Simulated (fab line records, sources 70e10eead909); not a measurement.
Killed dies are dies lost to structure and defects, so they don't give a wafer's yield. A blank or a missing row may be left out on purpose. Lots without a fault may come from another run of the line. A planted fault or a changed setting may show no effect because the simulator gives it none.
fab line records | flow nand_harc
record lots=12 wafers=36 last_day=34
route steps=1302 shown A_ZERO_WELL@404 A_SOURCE_PLATE@416 A_ONON_D1@446
lots that met no fault: from a run of the same line without faults
start_h: hours from the record's first day to the start of the lot's first wafer shown | wait_h: hours since the lot's step before | " the same as in the row above | L1.1+2: a row that stands for several wafers | - no value, or no start given | * or withheld: withheld | < > ~ a bound
route shown NAME@n: a module of which the file shows steps, and the number in the route of the first | usual: mean/standard deviation of fault-free wafers | same: alike in all rows | chamber/n: place in a boat | sites: the reading at each site | _std_site: their standard deviation | _edge_site: outer sites' mean less inner sites' | radius_mm: how far each site lies from the wafer's centre | mask NAME#n: copy n | behind: the tool/chamber that last shaped the wafer | hold: why the lot was held/for how many hours/how that ended | device: the transistor (n, p or np) that didn't switch | end of line: the same wafers' tests at the end of the route | a step without rows: its recipe alone | killed: dies lost to structure and defects at the first sort, not the wafer's yield | map: a wafer's dies, x killed, . not, _ none there
set.NAME: the setting as run; set.NAME@STEP: as run at that earlier step | model.NAME: the simulator's own value behind a step, which no gauge read
steps of the route over a sample of lots; a table a step, a row a wafer
services: from which hour (start_h, from the record's first day; less than 0 if before it) a tool's chamber was out of use, for how many hours, and why
## steps
# step NHARC_A_ZERO_WELL_ETCH_19
# recipe target_depth_a=800 overetch_a=240 time_s=87.88 ion_energy_ev=200 n2_flow_sccm=150 h2_flow_sccm=150 ar_flow_sccm=0 rf_w=400 bias_w=150 chemistry=N2/H2
# usual drypump_motor_current_A=5.8/0.56 mfc_ar_sccm=0.013/0.015 oes_product_au=1.001/0.008 rf_vpp_V=430/3.1 showerhead_plenum_p_Torr=2.01/0.11 throttle_valve_pct=14.171/0.0097
# same time_s=87.88
# columns lot.wafer tool chamber start_h wait_h drypump_motor_current_A mfc_ar_sccm oes_product_au rf_hours_counter_h rf_vpp_V showerhead_plenum_p_Torr throttle_valve_pct
L269.1 rie_diel-04 2 154.11 0.1 5.8 0 0.989 4 428 1.92 14.168
L269.4 " 3 " " 6.1 0.015 0.990 4 430 1.97 14.179
L269.2 " 0 " " 5.0 0 1.000 4 427 1.91 14.164
L270.1 rie_diel-02 3 172.28 0.1 5.9 0.028 0.997 17 430 2.03 14.149
L270.2 " 1 " " 5.8 0 1.014 20 433 2.14 14.158
L270.6 " 1 " " 5.8 0 0.991 - 434 2.14 14.179
L272.3 rie_diel-02 0 184.68 0.1 4.8 0.007 1.010 26 428 1.98 14.193
L272.2 " 3 " " 5.8 0.028 0.998 19 430 2.03 14.168
L272.5 " 0 " " 4.7 0.007 1.019 - 429 1.98 14.173
L279.2 rie_diel-04 3 249.32 0.1 6.1 0.015 1.007 2 427 1.97 14.162
L279.3 " 1 " " 6.5 0.041 0.986 3 435 2.19 14.161
L279.6 " 3 " " 6.1 0.015 0.996 - 429 1.97 14.175
L281.1 rie_diel-04 2 267.47 0.1 5.8 0 1.003 3 428 1.92 14.176
L281.2 " 1 " " 6.5 0.041 1.007 3 435 2.19 14.199
L281.5 " 2 " " 5.8 0 1.012 - 427 1.92 14.161
L282.1 rie_diel-02 1 284.44 0.1 5.8 0 0.993 11 433 2.13 14.176
L282.4 " 3 " " 5.9 0.028 0.994 12 430 2.02 14.173
L282.2 " 0 " " 4.8 0.007 1.006 12 429 1.98 14.174
L284.3 rie_diel-04 0 306.32 0.1 5.0 0 0.996 4 426 1.91 14.158
L284.2 " 1 " " 6.5 0.041 0.996 4 435 2.19 14.168
L284.5 " 0 " " 5.0 0 1.003 - 427 1.91 14.164
L286.2 rie_diel-04 2 320.30 0.1 5.8 0 0.991 5 428 1.92 14.160
L286.4 " 3 " " 6.1 0.015 1.008 - 429 1.97 14.174
L286.5 " 1 " " 6.5 0.041 1.001 - 435 2.19 14.167
L287.4 rie_diel-04 0 328.99 0.1 4.9 0 1.004 4 427 1.91 14.179
L287.2 " 1 " " 6.5 0.041 0.991 5 435 2.19 14.170
L287.6 " 3 " " 6.1 0.015 0.993 - 428 1.97 14.151
L289.2 rie_diel-04 0 346.33 0.1 5.0 0 1.006 4 427 1.91 14.165
L289.1 " 1 " " 6.5 0.041 0.983 5 435 2.19 14.155
L289.5 " 3 " " 6.1 0.015 1.006 - 429 1.96 14.161
L290.1 rie_diel-02 0 360.33 0.1 4.8 0.007 1.010 30 428 1.97 14.163
L290.3 " 2 " " 6.3 0 0.996 26 427 1.92 14.170
L290.5 " 1 " " 5.8 0 1.009 - 433 2.13 14.169
L291.2 rie_diel-02 0 375.14 0.1 4.8 0.007 1.012 30 428 1.97 14.169
L291.3 " 1 " " 5.8 0 1.005 28 434 2.13 14.157
L291.6 " 1 " " 5.8 0 1.002 - 434 2.13 14.188
# step NHARC_A_SOURCE_PLATE_THK_MEAS_09
# recipe thk_meas_gauge=ellipsometry
# usual thk_nm=9.7/1.1
# columns lot.wafer tool chamber start_h wait_h thk_nm
L269.1 film_metro-01 - 162.89 0.4 7.7
L269.2 " - " " 10.7
L269.4 " - " " 10.4
L270.1 film_metro-01 - 179.97 0.4 10.6
L270.2 " - " " 7.9
L270.6 " - " " 10.1
L272.2 film_metro-02 - 193.23 0.4 11.7
L272.3 " - " " 7.7
L272.5 " - " " 8.4
L279.2 film_metro-02 - 258.49 0.4 10.6
L279.3 " - " " 10.7
L279.6 " - " " 8.9
L281.1 film_metro-02 - 275.45 0.4 10.3
L281.2 " - " " 9.7
L281.5 " - " " 8.4
L282.1 film_metro-01 - 292.55 0.4 11.5
L282.2 " - " " 10.0
L282.4 " - " " 9.3
L284.2 film_metro-01 - 315.07 0.4 10.0
L284.3 " - " " 8.2
L284.5 " - " " 11.1
L286.2 film_metro-01 - 329.17 0.4 9.6
L286.4 " - " " 9.2
L286.5 " - " " 8.4
L287.2 film_metro-01 - 337.86 0.4 9.9
L287.4 " - " " 10.7
L287.6 " - " " 10.5
L289.1 film_metro-02 - 354.84 0.4 10.6
L289.2 " - " " 12.3
L289.5 " - " " 11.7
L290.1 film_metro-01 - 375.32 0.4 8.9
L290.3 " - " " 7.6
L290.5 " - " " 8.7
L291.2 film_metro-01 - 383.15 0.4 7.7
L291.3 " - " " 10.6
L291.6 " - " " 9.9
# step NHARC_A_SOURCE_PLATE_INSPECT_08
# usual raw_defect_count=64/29
# columns lot.wafer tool chamber start_h wait_h raw_defect_count
L269.1 defect_inspect-02 - 176.25 0.0 56
L269.2 " - " " 129
L269.4 " - " " 73
L270.1 defect_inspect-01 - 192.47 0.0 49
L270.2 " - " " 20
L270.6 " - " " 40
L272.2 defect_inspect-02 - 206.39 0.0 67
L272.3 " - " " 110
L272.5 " - " " 59
L279.2 defect_inspect-01 - 271.85 0.0 49
L279.3 " - " " 67
L279.6 " - " " 120
L281.1 defect_inspect-01 - 288.11 0.0 90
L281.2 " - " " 40
L281.5 " - " " 49
L282.1 defect_inspect-02 - 305.74 0.0 70
L282.2 " - " " 62
L282.4 " - " " 52
L284.2 defect_inspect-01 - 328.41 0.0 29
L284.3 " - " " 68
L284.5 " - " " 117
L286.2 defect_inspect-02 - 342.36 0.0 112
L286.4 " - " " 42
L286.5 " - " " 78
L287.2 defect_inspect-01 - 353.54 0.0 72
L287.4 " - " " 52
L287.6 " - " " 53
L289.1 defect_inspect-02 - 371.70 0.0 23
L289.2 " - " " 106
L289.5 " - " " 61
L290.1 defect_inspect-02 - 388.56 0.0 86
L290.3 " - " " 89
L290.5 " - " " 96
L291.2 defect_inspect-01 - 399.97 0.0 56
L291.3 " - " " 103
L291.6 " - " " 80
# step NHARC_A_ONON_D1_DEP_33
# recipe target_thk_a=2000 temp_c=400 pressure_torr=6.5 rf_w=900 teos_flow_sccm=161.4 flow_sccm=2650 target_thk_nm=200 gas=O2 material=SiO2
# usual heater_power_outer_w=268/59 heater_power_w=529/86 rf_fwd_power_W=897.4/2.7 showerhead_vpp_V=1850/71 throttle_valve_pct=15.9/0.63
# columns lot.wafer tool chamber start_h wait_h heater_power_outer_w heater_power_w rf_fwd_power_W showerhead_vpp_V throttle_valve_pct
L269.2 pecvd-02 0 189.02 0.1 369 723 898.3 1876 16.1
L269.1 " 2 " " 243 464 900.1 1967 16.4
L269.4 " 0 " " 368 734 894.7 1906 16.2
L270.1 pecvd-01 0 205.83 0.3 190 453 895.2 1768 16.5
L270.2 " 1 " " 337 590 899.0 1858 15.0
L270.6 " 0 " " 204 472 897.6 1796 16.9
L272.2 pecvd-04 0 219.49 0.2 274 577 901.1 1705 15.2
L272.3 " 2 " " 308 569 897.5 1908 15.7
L272.5 " 2 " " 313 563 898.5 1897 15.7
L279.2 pecvd-02 1 285.11 0.1 321 573 791.4 1737 16.0
L279.3 " 2 " " 319 597 793.6 1829 16.0
L279.6 " 1 " " 321 586 791.5 1762 16.5
L281.2 pecvd-02 0 301.11 0.1 374 717 789.6 1758 16.0
L281.1 " 1 " " 297 537 793.8 1770 16.5
L281.5 " 0 " " 383 752 792.8 1753 16.1
L282.2 pecvd-04 0 318.99 0.1 277 572 902.0 1730 14.7
L282.1 " 2 " " 317 564 901.3 1911 15.7
L282.4 " 2 " " 323 590 899.0 1893 15.7
L284.2 pecvd-04 1 344.30 0.1 188 428 893.1 1851 16.1
L284.3 " 2 " " 368 649 897.3 1900 15.8
L284.5 " 2 " " 250 492 896.9 1897 15.5
L286.2 pecvd-01 1 355.08 0.1 324 579 895.2 1876 15.2
L286.5 " 1 " " 331 576 895.9 1881 15.2
L286.4 " 2 " " 229 458 896.0 1876 16.5
L287.2 pecvd-01 1 366.36 0.1 316 594 897.3 1864 15.1
L287.6 " 0 " " 214 499 895.7 1798 16.4
L287.4 " 2 " " 191 399 895.0 1903 16.5
L289.1 pecvd-01 2 388.00 0.1 210 424 896.5 1880 16.8
L289.2 " 0 " " 295 590 898.9 1721 16.5
L289.5 " 1 " " 322 585 894.1 1880 15.3
L290.3 pecvd-04 2 401.60 0.1 266 501 894.0 1927 15.9
L290.1 " 1 " " 244 501 893.9 1870 16.4
L290.5 " 1 " " 253 509 897.6 1910 16.7
L291.2 pecvd-04 0 413.30 0.1 215 483 897.6 1722 14.8
L291.3 " 2 " " 325 563 895.2 1912 16.0
L291.6 " 1 " " 204 434 894.7 1842 16.6
# step NHARC_A_ONON_D1_THK_MEAS_34
# recipe thk_meas_gauge=ellipsometry
# usual thk_nm=200.3/2.8
# columns lot.wafer tool chamber start_h wait_h thk_nm
L269.1 film_metro-01 - 189.44 - 197.0
L269.2 " - " " 197.4
L269.4 " - " " 198.8
L270.1 film_metro-01 - 206.20 - 200.1
L270.2 " - " " 199.9
L270.6 " - " " 201.7
L272.2 film_metro-01 - 219.90 - 201.8
L272.3 " - " " 197.1
L272.5 " - " " 203.6
L279.2 film_metro-01 - 285.52 - 186.7
L279.3 " - " " 188.2
L279.6 " - " " 194.0
L281.1 film_metro-01 - 301.48 - 187.4
L281.2 " - " " 188.3
L281.5 " - " " 190.8
L282.1 film_metro-02 - 319.40 - 203.2
L282.2 " - " " 203.1
L282.4 " - " " 205.8
L284.2 film_metro-02 - 344.66 - 201.5
L284.3 " - " " 200.7
L284.5 " - " " 204.6
L286.2 film_metro-02 - 355.52 - 198.0
L286.4 " - " " 201.6
L286.5 " - " " 198.9
L287.2 film_metro-01 - 366.72 - 197.2
L287.4 " - " " 196.7
L287.6 " - " " 196.6
L289.1 film_metro-01 - 388.37 - 199.1
L289.2 " - " " 199.4
L289.5 " - " " 200.8
L290.1 film_metro-02 - 402.02 - 202.9
L290.3 " - " " 202.0
L290.5 " - " " 204.5
L291.2 film_metro-01 - 413.71 - 201.8
L291.3 " - " " 200.6
L291.6 " - " " 201.7
## services
# columns tool chamber start_h hours kind
rie_diel-04 0 132.40 - clean
rie_diel-04 1 132.40 - clean
rie_diel-04 2 132.40 - clean
rie_diel-04 3 132.40 - clean
pecvd-04 - 158.54 2.2 repair
rie_diel-04 2 163.77 6.1 repair
rie_diel-02 2 170.19 17.8 repair
rie_diel-04 - 178.01 9.0 pm
pecvd-04 2 204.97 5.7 repair
rie_diel-02 2 207.88 16.2 repair
rie_diel-02 - 217.17 9.0 pm
pecvd-02 - 227.11 13.0 pm
rie_diel-02 0 244.00 3.0 repair
rie_diel-02 - 253.17 1.6 repair
pecvd-01 1 255.63 4.7 repair
pecvd-01 1 267.43 2.1 repair
pecvd-04 - 269.06 13.0 pm
pecvd-01 - 300.25 4.8 repair
rie_diel-02 3 301.21 6.2 repair
pecvd-01 - 311.00 13.0 pm
rie_diel-04 0 311.10 9.9 repair
rie_diel-04 - 355.10 9.0 pm
rie_diel-02 - 394.17 9.0 pm
pecvd-02 - 408.11 13.0 pm
## key
first_sign step=NHARC_A_ONON_D1_DEP_33 reading=rf_fwd_power_W direction=down sigmas=38 usual=* struck=*
effect step=NHARC_A_ONON_D1_THK_MEAS_34 reading=thk_nm direction=down sigmas=3.9 usual=200.3 struck=189.3
met_at NHARC_A_ONON_D1_DEP_33
struck_lots L279,L281
tester_left_out L279,L281
not_acting_at NHARC_A_ZERO_WELL_ETCH_19,NHARC_A_SOURCE_PLATE_THK_MEAS_09,NHARC_A_SOURCE_PLATE_INSPECT_08
onset_between 189.02 285.11
fault kind=process_parameter_drift tool=pecvd-02 chamber=- onset_h=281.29 steps=NHARC_A_ONON_D1_DEP_33 channel=rf_w offset=* shape=step end_h=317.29 acts_in=* stated=*
# tester_left_out: of these lots the tester's yield and bins aren't shown, on N5 and GAA mostly nor the transistor test; their killed dies are dies lost to structure and defects alone, not to doping, threshold or leakage, so they don't give the yield
